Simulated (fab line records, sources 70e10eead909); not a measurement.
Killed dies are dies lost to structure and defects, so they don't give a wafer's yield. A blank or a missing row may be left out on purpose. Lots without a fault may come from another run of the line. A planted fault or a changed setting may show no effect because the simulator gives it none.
fab line records | flow nand_harc
record lots=6 wafers=18 last_day=23
route steps=1159 shown P_M1@297 END@1159
lots that met no fault: from a run of the same line without faults
start_h: hours from the record's first day to the start of the lot's first wafer shown | wait_h: hours since the lot's step before | " the same as in the row above | L1.1+2: a row that stands for several wafers | - no value, or no start given | * or withheld: withheld | < > ~ a bound
route shown NAME@n: a module of which the file shows steps, and the number in the route of the first | usual: mean/standard deviation of fault-free wafers | same: alike in all rows | chamber/n: place in a boat | sites: the reading at each site | _std_site: their standard deviation | _edge_site: outer sites' mean less inner sites' | radius_mm: how far each site lies from the wafer's centre | mask NAME#n: copy n | behind: the tool/chamber that last shaped the wafer | hold: why the lot was held/for how many hours/how that ended | device: the transistor (n, p or np) that didn't switch | end of line: the same wafers' tests at the end of the route | a step without rows: its recipe alone | killed: dies lost to structure and defects at the first sort, not the wafer's yield | map: a wafer's dies, x killed, . not, _ none there
set.NAME: the setting as run; set.NAME@STEP: as run at that earlier step | model.NAME: the simulator's own value behind a step, which no gauge read
lots at some steps of the route; a table a step, a row a wafer
services: from which hour (start_h, from the record's first day; less than 0 if before it) a tool's chamber was out of use, for how many hours, and why
## steps
# step NHARC_P_M1_INSPECT_11
# usual raw_defect_count=4.1/2.6
# columns lot.wafer tool chamber start_h wait_h raw_defect_count
L165.1 defect_inspect-01 - 123.65 0.0 2
L165.2 " - " " 2
L165.6 " - " " 0
L171.1 defect_inspect-01 - 154.22 0.0 6
L171.2 " - " " 5
L171.6 " - " " 4
L176.3 defect_inspect-02 - 185.28 0.0 2
L176.5 " - " " 5
L176.6 " - " " 3
L178.1 defect_inspect-01 - 199.26 0.0 0
L178.3 " - " " 1
L178.6 " - " " 3
L181.2 defect_inspect-02 - 209.70 0.0 11
L181.4 " - " " 7
L181.5 " - " " 5
L183.1 defect_inspect-02 - 219.86 0.0 2
L183.2 " - " " 5
L183.5 " - " " 5
# step NHARC_P_M1_DESCUM_14
# recipe time_s=3 o2_flow_sccm=200 ar_flow_sccm=0 bias_power_w=0 chemistry=O2
# usual drypump_motor_current_A=5.9/0.52 oes_product_au=0.997/0.011 rf_vpp_V=57.9/0.86 showerhead_plenum_p_Torr=1.93/0.086 throttle_valve_pct=11.311/0.0095
# columns lot.wafer tool chamber start_h wait_h drypump_motor_current_A oes_product_au rf_hours_counter_h rf_vpp_V showerhead_plenum_p_Torr throttle_valve_pct
L165.2 rie_diel-11 3 123.72 0.1 6.2 1.007 2 58.2 1.83 11.309
L165.1 " 1 " " 6.0 1.008 2 55.7 1.88 11.298
L165.6 " 3 " " 6.2 1.011 - 57.1 1.83 11.305
L171.1 rie_diel-08 3 154.29 0.1 6.3 1.006 2 57.2 2.03 11.321
L171.2 " 0 " " 6.1 1.014 1 57.6 1.98 11.310
L171.6 " 3 " " 6.3 1.024 - 58.3 2.03 11.316
L176.3 rie_diel-03 3 185.35 0.1 4.8 0.979 10 56.4 1.85 11.313
L176.5 " 2 " " 5.4 0.990 - 56.3 1.78 11.317
L176.6 " 3 " " 4.8 0.996 - 59.4 1.85 11.306
L178.1 rie_diel-11 0 199.34 0.1 6.6 1.008 0 58.8 2.01 11.305
L178.3 " 2 " " 5.9 0.992 0 57.6 1.83 11.310
L178.6 " 0 " " 6.6 1.011 - 57.4 2.01 11.309
L181.4 rie_diel-08 3 209.77 0.1 6.3 1.016 6 57.8 2.03 11.329
L181.2 " 0 " " 6.1 0.993 5 58.8 1.98 11.306
L181.5 " 2 " " 6.3 0.984 - 60.1 1.93 11.304
L183.1 rie_diel-08 3 219.92 0.1 6.3 1.014 7 57.2 2.03 11.287
L183.2 " 0 " " 6.1 0.990 6 57.0 1.98 11.315
L183.5 " 0 " " 6.1 0.990 - 58.9 1.98 11.304
# step NHARC_P_M1_ETCH_35
# recipe target_depth_a=400 overetch_a=120 time_s=43.94 ion_energy_ev=200 n2_flow_sccm=150 h2_flow_sccm=150 ar_flow_sccm=0 rf_w=400 bias_w=150 chemistry=N2/H2
# step NHARC_P_M1_ETCH_15
# recipe target_depth_a=1825 time_s=91.2 c4f8_flow_sccm=withheld ar_flow_sccm=400 rf_w=600 bias_w=300 chemistry=C4F8/Ar
# step NHARC_P_M1_CD_MEAS_16
# usual cd_nm=130.4/0.77
# columns lot.wafer tool chamber start_h wait_h cd_nm
L165.1 cd_sem-02 - 124.01 - 130.7
L165.2 " - " " 131.1
L165.6 " - " " 130.7
L171.1 cd_sem-01 - 154.59 - 130.3
L171.2 " - " " 129.2
L171.6 " - " " 130.0
L176.3 cd_sem-01 - 185.67 - 130.2
L176.5 " - " " 131.6
L176.6 " - " " 129.9
L178.1 cd_sem-03 - 199.64 - 129.7
L178.3 " - " " 129.4
L178.6 " - " " 130.2
L181.2 cd_sem-03 - 210.08 - 130.1
L181.4 " - " " 130.6
L181.5 " - " " 129.8
L183.1 cd_sem-02 - 220.23 - 130.9
L183.2 " - " " 131.2
L183.5 " - " " 129.9
# step NHARC_P_M1_STRIP_18
# recipe power_w=1000 n2_flow_sccm=150 h2_flow_sccm=150 ar_flow_sccm=0 bias_w=0 chemistry=N2/H2
# usual drypump_motor_current_A=6.0/0.44 n2_flow_sccm=150.0/0.49 oes_product_au=0.999/0.012 rf_vpp_V=90.7/0.91 showerhead_plenum_p_Torr=2.05/0.093 throttle_valve_pct=14.171/0.0085
# same bias_w=0
# columns lot.wafer tool chamber start_h wait_h drypump_motor_current_A n2_flow_sccm oes_product_au rf_hours_counter_h rf_vpp_V showerhead_plenum_p_Torr throttle_valve_pct
L165.1 rie_diel-11 0 124.11 0.1 6.6 149.2 1.012 3 92.0 2.14 14.159
L165.2 " 1 " " 6.0 149.8 0.990 2 89.6 2.00 14.161
L165.6 " 0 " " 6.6 149.2 1.001 - 90.7 2.14 14.169
L171.1 rie_diel-03 0 154.66 0.1 5.2 150.1 1.000 8 90.7 2.04 14.174
L171.2 " 2 " " 5.4 149.5 0.982 9 90.9 1.89 14.173
L171.6 " 0 " " 5.2 150.0 0.996 - 92.1 2.04 14.160
L176.3 rie_diel-11 3 185.79 0.1 6.3 149.9 0.991 4 90.3 1.95 14.170
L176.6 " 1 " " 6.0 149.6 0.999 - 90.9 2.00 14.164
L176.5 " 2 " " 5.9 150.2 0.979 - 89.7 1.95 14.174
L178.1 rie_diel-08 3 199.72 0.1 6.3 149.7 1.017 5 92.1 2.17 14.168
L178.3 " 0 " " 6.1 150.6 0.998 5 91.7 2.11 14.162
L178.6 " 3 " " 6.3 150.1 1.026 - 90.7 2.17 14.174
L181.2 rie_diel-03 0 210.16 0.1 5.2 150.6 0.998 11 90.3 2.04 14.194
L181.4 " 3 " " 4.8 149.4 0.987 12 89.4 1.97 14.175
L181.5 " 0 " " 5.2 151.3 1.002 - 90.9 2.04 14.191
L183.1 rie_diel-11 2 220.30 0.1 5.9 150.5 0.995 1 89.0 1.95 14.169
L183.2 " 1 " " 6.0 150.5 1.017 1 88.8 2.00 14.161
L183.5 " 2 " " 5.9 150.6 1.000 - 90.1 1.95 14.169
# step NHARC_P_M1_ETCH_28
# recipe target_depth_a=300 over_etch_frac=0.3 time_s=72.99 ion_energy_ev=150 cf4_flow_sccm=50 n2_flow_sccm=100 ar_flow_sccm=150 rf_w=300 bias_w=100 chemistry=CF4/N2
# step NHARC_P_M1_STRIP_19
# recipe time_s=600 temp_c=30 chemistry=post_etch_residue_remover
# step NHARC_P_M1_DEGAS_29
# recipe temp_c=250 time_s=60
# usual heater_power_w=329/39
# columns lot.wafer tool chamber start_h wait_h heater_power_w
L165.2 pvd_sputter-01 - 124.73 - 356
L165.1 " - " " 364
L165.6 " - " " 357
L171.1 pvd_sputter-01 - 155.30 - 243
L171.2 " - " " 359
L171.6 " - " " 320
L176.3 pvd_sputter-02 - 186.40 - 271
L176.6 " - " " 398
L176.5 " - " " 339
L178.3 pvd_sputter-01 - 200.36 - 325
L178.1 " - " " 345
L178.6 " - " " 327
L181.2 pvd_sputter-01 - 210.79 - 347
L181.4 " - " " 346
L181.5 " - " " 345
L183.2 pvd_sputter-01 - 220.95 - 325
L183.1 " - " " 359
L183.5 " - " " 259
# step NHARC_P_M1_PRE_CLEAN_30
# recipe time_s=30 temp_c=280 gas=H2/He
# step NHARC_P_M1_PVD_20
# recipe target_thk_a=50 bias_v=168.6 power_w=15000 chamber_pressure_pa=0.12 time_s=8.06 substrate_temp_c=50 material=TaN
# step NHARC_P_M1_PVD_21
# recipe target_thk_a=300 chamber_pressure_pa=5 power_w=5000 substrate_temp_c=30 time_s=20.49 material=Cu
# usual throttle_valve_pct=30.1/0.99
# columns lot.wafer tool chamber start_h wait_h throttle_valve_pct
L165.1 pvd_sputter-01 - - - 29.9
L165.2 " - " " 30.3
L165.6 " - " " 30.7
L171.1 pvd_sputter-01 - - - 30.1
L171.2 " - " " 30.5
L171.6 " - " " 31.3
L176.3 pvd_sputter-02 - - - 29.0
L176.6 " - " " 31.0
L176.5 " - " " 28.8
L178.3 pvd_sputter-01 - - - 30.1
L178.1 " - " " 29.6
L178.6 " - " " 30.6
L181.2 pvd_sputter-01 - - - 30.5
L181.4 " - " " 29.7
L181.5 " - " " 31.2
L183.2 pvd_sputter-01 - - - 30.2
L183.1 " - " " 29.6
L183.5 " - " " 30.3
# step NHARC_P_M1_ECD_22
# recipe target_thk_a=4000 bath_temp_c=25 material=Cu
# columns lot.wafer tool chamber start_h wait_h
L165.1+2+6 ecd_cu-01 1,0,1 125.09 -
L171.1+2+6 ecd_cu-02 0,1,1 155.66 -
L176.3+6+5 ecd_cu-01 0,0,1 186.84 -
L178.1+3+6 ecd_cu-02 1,0,1 200.72 -
L181.2+4+5 ecd_cu-02 0,1,0 211.21 -
L183.2+1+5 ecd_cu-02 1,0,1 221.31 -
# step NHARC_P_M1_ANNEAL_31
# recipe temp_c=225 time_s=90
# usual wafer_temp_C_max=226.5/0.33
# columns lot.wafer tool chamber start_h wait_h wafer_temp_C_max
L165.1 rtp_anneal-01 0 125.50 0.4 226.8
L165.2 " 0 " " 227.0
L165.6 " 0 " " 226.6
L171.1 rtp_anneal-01 0 156.04 - 227.4
L171.2 " 0 " " 226.4
L171.6 " 0 " " 226.7
L176.3 rtp_anneal-02 0 187.22 - 226.2
L176.5 " 0 " " 226.5
L176.6 " 0 " " 226.5
L178.1 rtp_anneal-01 0 201.09 0.3 226.5
L178.3 " 0 " " 226.7
L178.6 " 0 " " 226.6
L181.2 rtp_anneal-01 0 211.78 0.5 227.0
L181.4 " 0 " " 226.4
L181.5 " 0 " " 226.5
L183.1 rtp_anneal-01 0 221.69 - 226.5
L183.2 " 0 " " 226.6
L183.5 " 0 " " 226.7
# step NHARC_P_M1_CMP_23
# recipe t_overpolish_s=20 target_thk_nm=157.82
# usual motor_current_A=11.6/1.4 pad_life_wafers=278/150 time_to_endpoint_s=29.3/2.5
# same t_overpolish_s=20
# columns lot.wafer tool chamber start_h wait_h motor_current_A pad_life_wafers time_to_endpoint_s
L165.2 cmp-04 1 125.85 - 8.8 54 26.9
L165.1 " 2 " " 12.2 55 32.1
L165.6 " 2 " " 11.7 - 33.2
L171.1 cmp-04 3 156.38 - 10.8 198 28.3
L171.2 " 2 " " 11.2 201 34.5
L171.6 " 0 " " 13.2 - 27.3
L176.3 cmp-04 2 187.51 - 11.5 374 35.0
L176.6 " 0 " " 12.1 - 32.5
L176.5 " 1 " " 8.8 - 26.9
L178.1 cmp-04 2 201.44 - 11.7 462 32.5
L178.3 " 3 " " 11.8 463 30.4
L178.6 " 3 " " 11.8 - 33.3
L181.4 cmp-01 0 212.10 - 14.0 217 32.0
L181.2 " 2 " " 10.6 219 19.6
L181.5 " 0 " " 13.7 - 12.0
L183.2 cmp-02 0 222.04 - 9.5 468 30.6
L183.1 " 1 " " 12.3 469 12.9
L183.5 " 0 " " 9.3 - 28.2
# step NHARC_P_M1_THK_MEAS_24
# recipe thk_meas_gauge=xrf
# usual thk_nm=157.9/1.5
# columns lot.wafer tool chamber start_h wait_h thk_nm
L165.1 film_metro-01 - 126.16 - 161.1
L165.2 " - " " 157.2
L165.6 " - " " 158.1
L171.1 film_metro-02 - 156.69 - 157.2
L171.2 " - " " 159.7
L171.6 " - " " 158.5
L176.3 film_metro-02 - 187.77 - 158.8
L176.5 " - " " 156.8
L176.6 " - " " 156.1
L178.1 film_metro-02 - 201.76 - 159.7
L178.3 " - " " 157.3
L178.6 " - " " 159.5
L181.2 film_metro-02 - 212.39 - 156.3
L181.4 " - " " 158.4
L181.5 " - " " 157.7
L183.1 film_metro-01 - 222.35 - 156.8
L183.2 " - " " 156.1
L183.5 " - " " 157.9
# step NHARC_END_SORT_01
# recipe temp_c=25
# usual defect_limited_yield=95.4/1.8 killed_at_array=27/11 killed_at_other=0.7/1.1 killed_at_periphery=3.4/2.1 killed_dies=31/12 killed_open=3.6/2 killed_short=2.0/1.3 sort_bin_2_pct=1.5/0.71 sort_bin_3_pct=0.25/0.22 sort_bin_4_pct=2.9/1.2 sort_n_pass=646/12 sort_rim_yield_pct=95.0/2.5 sort_yield_pct=95.4/1.8
# same gross_dies=677 sort_bin_5_pct[%]=0 sort_bin_6_pct[%]=0 sort_bin_7_pct[%]=0 sort_bin_8_pct[%]=0 sort_rim_n_gross=106.00
# columns lot.wafer tool chamber start_h wait_h defect_limited_yield[%] killed_at_array killed_at_other killed_at_periphery killed_dies killed_open killed_short sort_bin_2_pct[%] sort_bin_3_pct[%] sort_bin_4_pct[%] sort_n_pass sort_rim_yield_pct[%] sort_yield_pct[%]
L183.1 prober-02 0 532.62 2.5 97.8 14 1 0 15 3 2 0.7 0.30 1.2 662 95.3 97.8
L183.2 prober-02 0 533.41 2.8 96.8 16 1 5 22 5 3 1.2 0 2.1 655 97.2 96.8
L183.5 prober-02 0 535.80 3.7 97.0 15 0 5 20 6 3 0.9 0 2.1 657 89.6 97.0
L181.2 prober-02 0 541.18 2.8 93.1 38 1 8 47 3 1 3.0 0.74 3.2 630 95.3 93.1
# killed by level:class
L183.1 A_SLIT:chamber_film_flake=8 A_BLC:geometric_particle:open=2 A_CHANNEL_HOLE_D1:chamber_film_flake=2 A_CHANNEL_FILL_D1:geometric_particle:short=1 A_M0:geometric_particle:short=1 STARTING-WAFER:geometric_particle:open=1
L183.2 A_SLIT:chamber_film_flake=8 P_CONTACT:geometric_particle:open=2 A_CHANNEL_HOLE_D1:chamber_film_flake=2 A_CONTACT:chamber_film_flake=2 P_GATE:geometric_particle:short=1 A_CHANNEL_FILL_D1:geometric_particle:short=1 A_WL_FILL:geometric_particle:short=1 A_BLC:geometric_particle:open=1
L183.5 A_SLIT:chamber_film_flake=4 A_CHANNEL_HOLE_D1:chamber_film_flake=3 A_CONTACT:geometric_particle:short=2 P_STI:chamber_film_flake=2 P_CONTACT:geometric_particle:open=1 P_M0:geometric_particle:open=1 A_SOURCE_PLATE:geometric_particle:open=1 A_CHANNEL_FILL_D1:geometric_particle:short=1
L181.2 A_CHANNEL_HOLE_D1:chamber_film_flake=32 P_ZERO_WELL:chamber_film_flake=6 A_CONTACT:chamber_film_flake=2 P_CONTACT:geometric_particle:open=1 A_ONON_D1:geometric_particle:open=1 A_SGD_CUT:geometric_particle:short=1 A_BLC:geometric_particle:open=1 P_GATE:chamber_film_flake=1
## services
# columns tool chamber start_h hours kind
ecd_cu-01 - 100.79 11.0 repair
rie_diel-08 0 103.97 10.8 repair
cmp-04 - 105.06 4.0 pm
rie_diel-03 0 106.68 6.1 repair
ecd_cu-01 - 113.60 0.8 repair
rie_diel-08 1 114.59 3.7 repair
cmp-01 - 114.81 0.5 repair
rie_diel-11 0 119.50 - clean
rie_diel-03 0 122.87 18.3 repair
rie_diel-08 - 124.80 9.0 pm
cmp-02 - 128.56 4.0 pm
cmp-04 - 142.00 6.0 repair
rie_diel-08 0 144.74 4.9 repair
rie_diel-03 1 150.07 4.3 repair
cmp-01 - 153.89 2.1 repair
pvd_sputter-01 - 158.00 10.0 pm
cmp-01 - 179.50 4.0 pm
ecd_cu-02 - 180.02 8.0 pm
rie_diel-11 - 189.50 9.0 pm
cmp-02 - 198.66 11.7 repair
cmp-04 - 203.14 4.0 pm
rie_diel-03 - 215.62 9.0 pm
cmp-01 - 216.63 1.2 repair
pvd_sputter-02 - 217.91 10.0 pm
## key
first_sign step=NHARC_P_M1_CMP_23 reading=time_to_endpoint_s direction=down sigmas=5.8 usual=* struck=*
effect none on later readings
met_at NHARC_P_M1_ECD_22
struck_wafers L181.2,L181.5,L183.1
onset_between 200.72 211.21
fault kind=process_parameter_drift tool=ecd_cu-02 chamber=0 onset_h=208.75 steps=NHARC_P_M1_ECD_22 channel=target_thk_a offset=* shape=step end_h=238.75 acts_in=* stated=*
